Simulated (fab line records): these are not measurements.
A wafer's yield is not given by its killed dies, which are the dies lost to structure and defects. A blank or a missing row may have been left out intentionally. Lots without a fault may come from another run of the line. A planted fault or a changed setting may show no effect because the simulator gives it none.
Lot-split experiment :: flow n5 finfet :: 21 wafers read from 7 lots, route of 1938 steps

== ON THE SPLIT ==
At N5_BEOL_M2_TRENCH_ETCH_37 (etches SiOC in C4F6/O2, target depth 55.555 nm, time 29.2 s), the setting time s was moved away from the recipe's 29.2 s on 5 of the 21 wafers read, by -11.2% to +8.1%. All remaining wafers had this setting at the recipe value.

== FROM THE SPLIT TO THE READING: what the file shows between them, 13 steps ==
- N5_BEOL_M2_ETCH_41: etches SiCN in CH3F/O2, target depth 29.9 nm, time 52.5 s
- N5_BEOL_M2_STRIP_97: strips in N2/H2, time 10 s
- N5_BEOL_M2_OCD_MEAS_38
- N5_BEOL_M2_HM_STRIP_39: strips TiN in peroxide tin strip, target depth 25 nm, time 158 s
- N5_BEOL_M2_SRD_40: time 30 s
- N5_BEOL_M2_ECD_50: material Cu, target thk 300 nm
- N5_BEOL_M2_ANNEAL_51: time 90 s
- N5_BEOL_M2_CMP_52: polishes, stops on SiOC, t overpolish 6.8 s, target thk 40 nm
- N5_BEOL_M2_THK_MEAS_53: measures by xrf
- N5_BEOL_M2_PRE_CLEAN_60: time 15 s
- N5_BEOL_M2_CO_CAP_55: material Co, precursor CCTBA/H2, target thk 2 nm, time 102.1 s
- N5_BEOL_M2_PRE_CLEAN_56: time 15 s
- N5_BEOL_M2_DEP_57: deposits SiCN from 3MS/NH3, target thk 8 nm, time 14 s

== THE READING ==
M2_RS, in ohm/sq, at N5_BEOL_M2_RS_MEAS_58 (measures by four-point-probe). On this fab line, fault-free wafers typically give 0.670 ohm/sq with a standard deviation of 0.029 ohm/sq.

wafer: L074.3
tool, chamber at the split: rie diel-04, 0
time s as run, s: 29.2
against the recipe: recipe
M2_RS, ohm/sq: 0.730
against lot-mates on the recipe: -

wafer: L074.5
tool, chamber at the split: rie diel-04, 0
time s as run, s: 29.2
against the recipe: recipe
M2_RS, ohm/sq: 0.675
against lot-mates on the recipe: -

wafer: L074.6
tool, chamber at the split: rie diel-04, 3
time s as run, s: 25.93
against the recipe: -11.2%
M2_RS, ohm/sq: 0.818
against lot-mates on the recipe: +0.115

wafer: L075.2
tool, chamber at the split: rie diel-02, 2
time s as run, s: 26.18
against the recipe: -10.3%
M2_RS, ohm/sq: 0.787
against lot-mates on the recipe: +0.151

wafer: L075.4
tool, chamber at the split: rie diel-02, 3
time s as run, s: 26.18
against the recipe: -10.3%
M2_RS, ohm/sq: 0.798
against lot-mates on the recipe: +0.162

wafer: L075.6
tool, chamber at the split: rie diel-02, 1
time s as run, s: 29.2
against the recipe: recipe
M2_RS, ohm/sq: 0.636
against lot-mates on the recipe: -

wafer: L077.2
tool, chamber at the split: rie diel-04, 1
time s as run, s: 29.2
against the recipe: recipe
M2_RS, ohm/sq: 0.688
against lot-mates on the recipe: -

wafer: L077.3
tool, chamber at the split: rie diel-04, 0
time s as run, s: 29.2
against the recipe: recipe
M2_RS, ohm/sq: 0.689
against lot-mates on the recipe: -

wafer: L077.4
tool, chamber at the split: rie diel-04, 3
time s as run, s: 29.2
against the recipe: recipe
M2_RS, ohm/sq: 0.654
against lot-mates on the recipe: -

wafer: L079.1
tool, chamber at the split: rie diel-03, 2
time s as run, s: 31.57
against the recipe: +8.1%
M2_RS, ohm/sq: 0.581
against lot-mates on the recipe: -0.101

wafer: L079.2
tool, chamber at the split: rie diel-03, 0
time s as run, s: 29.2
against the recipe: recipe
M2_RS, ohm/sq: 0.682
against lot-mates on the recipe: -

wafer: L079.6
tool, chamber at the split: rie diel-03, 0
time s as run, s: 31.57
against the recipe: +8.1%
M2_RS, ohm/sq: 0.583
against lot-mates on the recipe: -0.099

wafer: L085.2
tool, chamber at the split: rie diel-02, 1
time s as run, s: 29.2
against the recipe: recipe
M2_RS, ohm/sq: 0.663
against lot-mates on the recipe: -

wafer: L085.5
tool, chamber at the split: rie diel-02, 1
time s as run, s: 29.2
against the recipe: recipe
M2_RS, ohm/sq: 0.711
against lot-mates on the recipe: -

wafer: L085.6
tool, chamber at the split: rie diel-02, 0
time s as run, s: 29.2
against the recipe: recipe
M2_RS, ohm/sq: 0.675
against lot-mates on the recipe: -

wafer: L089.1
tool, chamber at the split: rie diel-03, 0
time s as run, s: 29.2
against the recipe: recipe
M2_RS, ohm/sq: 0.650
against lot-mates on the recipe: -

wafer: L089.3
tool, chamber at the split: rie diel-03, 3
time s as run, s: 29.2
against the recipe: recipe
M2_RS, ohm/sq: 0.646
against lot-mates on the recipe: -

wafer: L089.6
tool, chamber at the split: rie diel-03, 3
time s as run, s: 29.2
against the recipe: recipe
M2_RS, ohm/sq: 0.662
against lot-mates on the recipe: -

wafer: L097.1
tool, chamber at the split: rie diel-03, 1
time s as run, s: 29.2
against the recipe: recipe
M2_RS, ohm/sq: 0.639
against lot-mates on the recipe: -

wafer: L097.2
tool, chamber at the split: rie diel-03, 2
time s as run, s: 29.2
against the recipe: recipe
M2_RS, ohm/sq: 0.637
against lot-mates on the recipe: -

wafer: L097.4
tool, chamber at the split: rie diel-03, 3
time s as run, s: 29.2
against the recipe: recipe
M2_RS, ohm/sq: 0.652
against lot-mates on the recipe: -

FIT RESULTS
A straight line over all 21 wafers: M2_RS changes by -0.0119 ohm/sq for each +1% of time s; r = -0.92; the points scatter about the line by 0.025 ohm/sq.
The same after taking each lot's own level away (the mean of its wafers on the recipe; 21 wafers): -0.013 ohm/sq for each +1%; r = -0.96; scatter 0.017 ohm/sq.
The reading moves by 0.15 ohm/sq for the largest change in time s, on that fit.
Measured against the standard deviation above, the lots' own levels, which go from 0.6360 to 0.7025 ohm/sq, span 2.3 times it.
So the lot-to-lot level changes the slope little: the two slopes agree.
Check: +0.16 ohm/sq against its lot-mates is what the line predicts for one of the wafers moved furthest among these (-11.2%) when that wafer is left out of the fit. Against them it came out at +0.115 ohm/sq.

== THE WHOLE CHAIN: every reading that the file lists as answering this split, in the file's order ==
step: N5_BEOL_M2_TRENCH_ETCH_37
what it does: etches SiOC in C4F6/O2, target depth 55.555 nm, time 29.2 s
reading: etch.depth nm (the simulator's own value, which no gauge read)
change (the file's fit): +0.478 nm for each +1% of the setting
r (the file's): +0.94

step: N5_BEOL_M2_TRENCH_ETCH_37
what it does: etches SiOC in C4F6/O2, target depth 55.555 nm, time 29.2 s
reading: BEOL_M2.feature depth nm (the simulator's own value, which no gauge read)
change (the file's fit): +0.476 nm for each +1% of the setting
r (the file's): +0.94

step: N5_BEOL_M2_OCD_MEAS_38
what it does: 
reading: trench depth nm
change (the file's fit): +0.501 nm for each +1% of the setting
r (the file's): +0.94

step: N5_BEOL_M2_CMP_52
what it does: polishes, stops on SiOC, t overpolish 6.8 s, target thk 40 nm
reading: Cu_of_BEOL_M2_ECD_50.thk nm (the simulator's own value, which no gauge read)
change (the file's fit): +0.526 nm for each +1% of the setting
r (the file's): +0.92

step: N5_BEOL_M2_THK_MEAS_53
what it does: measures by xrf
reading: M2_THK
change (the file's fit): +0.529 for each +1% of the setting
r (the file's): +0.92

step: N5_BEOL_M2_RS_MEAS_58
what it does: measures by four-point-probe
reading: M2_RS
change (the file's fit): -0.0124 for each +1% of the setting
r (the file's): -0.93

== THE FILE'S OWN FIT ==
M2_RS changes by -0.0124 ohm/sq for each +1% of time s, r = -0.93.
